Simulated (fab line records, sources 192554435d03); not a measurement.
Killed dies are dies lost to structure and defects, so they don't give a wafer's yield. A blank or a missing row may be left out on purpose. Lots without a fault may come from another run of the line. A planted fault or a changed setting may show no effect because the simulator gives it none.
Split-lot experiment | flow n5_finfet | 7 lots, 21 wafers read, on a route of 1938 steps

THE SPLIT
At N5_BEOL_M1_ILD_DEP_00 (deposits SiOC from DEMS/O2, target thk 79 nm, time 15.3 s), the setting time_s was moved away from the recipe's 15.3 s on 3 of the 21 wafers read, by -11.3% to +13.4%. The other wafers ran this setting at the recipe's value.

The file shows no step between the split and the reading.

THE READING
M1_ILD_THK, in nm, at N5_BEOL_M1_THK_MEAS_01. Fault-free wafers of this fab line usually give 78.9 nm, standard deviation 1.2 nm.

wafer  | tool, chamber at the split | time_s as run, s | against the recipe | M1_ILD_THK, nm | against lot-mates on the recipe
L078.1 | pecvd-02, 1                | 15.3             | recipe             | 78.7           | -
L078.2 | pecvd-02, 0                | 15.3             | recipe             | 76.9           | -
L078.4 | pecvd-02, 0                | 15.3             | recipe             | 79.3           | -
L082.1 | pecvd-02, 2                | 15.3             | recipe             | 77.5           | -
L082.2 | pecvd-02, 1                | 15.3             | recipe             | 78.1           | -
L082.5 | pecvd-02, 2                | 15.3             | recipe             | 77.9           | -
L084.2 | pecvd-02, 2                | 15.3             | recipe             | 76.7           | -
L084.3 | pecvd-02, 1                | 17.35            | +13.4%             | 88.5           | +11.3
L084.6 | pecvd-02, 0                | 15.3             | recipe             | 77.6           | -
L089.2 | pecvd-02, 0                | 15.3             | recipe             | 77.0           | -
L089.4 | pecvd-02, 2                | 15.3             | recipe             | 78.9           | -
L089.6 | pecvd-02, 0                | 13.57            | -11.3%             | 69.7           | -8.2
L091.3 | pecvd-01, 0                | 15.3             | recipe             | 77.8           | -
L091.5 | pecvd-01, 0                | 15.3             | recipe             | 80.6           | -
L091.6 | pecvd-01, 1                | 15.3             | recipe             | 81.1           | -
L094.1 | pecvd-01, 1                | 15.3             | recipe             | 80.5           | -
L094.4 | pecvd-01, 0                | 15.3             | recipe             | 80.7           | -
L094.5 | pecvd-01, 1                | 15.3             | recipe             | 82.5           | -
L095.3 | pecvd-01, 2                | 15.3             | recipe             | 79.3           | -
L095.4 | pecvd-01, 1                | 16.99            | +11.0%             | 89.1           | +9.0
L095.5 | pecvd-01, 1                | 15.3             | recipe             | 80.8           | -

THE FIT
A straight line over all 21 wafers: M1_ILD_THK changes by +0.802 nm for each +1% of time_s; r = +0.92; the points scatter about the line by 1.7 nm.
The same after taking each lot's own level away (the mean of its wafers on the recipe; 21 wafers): +0.802 nm for each +1%; r = +0.97; scatter 0.93 nm.
On that fit, the largest move of time_s shifts the reading by 11 nm.
The lots' own levels span 77.15 to 81.23 nm, that is 3.4 times the standard deviation above.
So the lot-to-lot level changes the slope little: the two slopes agree.
Check: with one of the wafers moved furthest among these (+13.4%) left out of the fit, the line predicts +10.4 nm for it against its lot-mates. It came out at +11.3 nm against them.

OTHER SPLITS ON THESE WAFERS
These wafers also went through other splits before the reading. Each is held against what the fit with the lots' levels taken away leaves over:
other split on the same wafers    | wafers away from the commonest value | r with M1_ILD_THK (lot level and that fit taken away)
N5_BEOL_M0_SAQP_EXPOSE_37 dose_mj | 6                                    | +0.24
N5_BEOL_M0_SAQP_ALD_48 ald_cycles | 6                                    | -0.03

THE WHOLE CHAIN: every reading that the file lists as answering this split, in the file's order
step                   | what it does                                              | reading                                                                            | change (the file's fit)             | r (the file's)
N5_BEOL_M1_ILD_DEP_00  | deposits SiOC from DEMS/O2, target thk 79 nm, time 15.3 s | SiOC_of_BEOL_M1_ILD_DEP_00.thk_nm (the simulator's own value, which no gauge read) | +0.8 nm for each +1% of the setting | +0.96
N5_BEOL_M1_THK_MEAS_01 |                                                           | M1_ILD_THK                                                                         | +0.804 for each +1% of the setting  | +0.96

THE FILE'S OWN FIT
M1_ILD_THK changes by +0.804 nm for each +1% of time_s, r = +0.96.
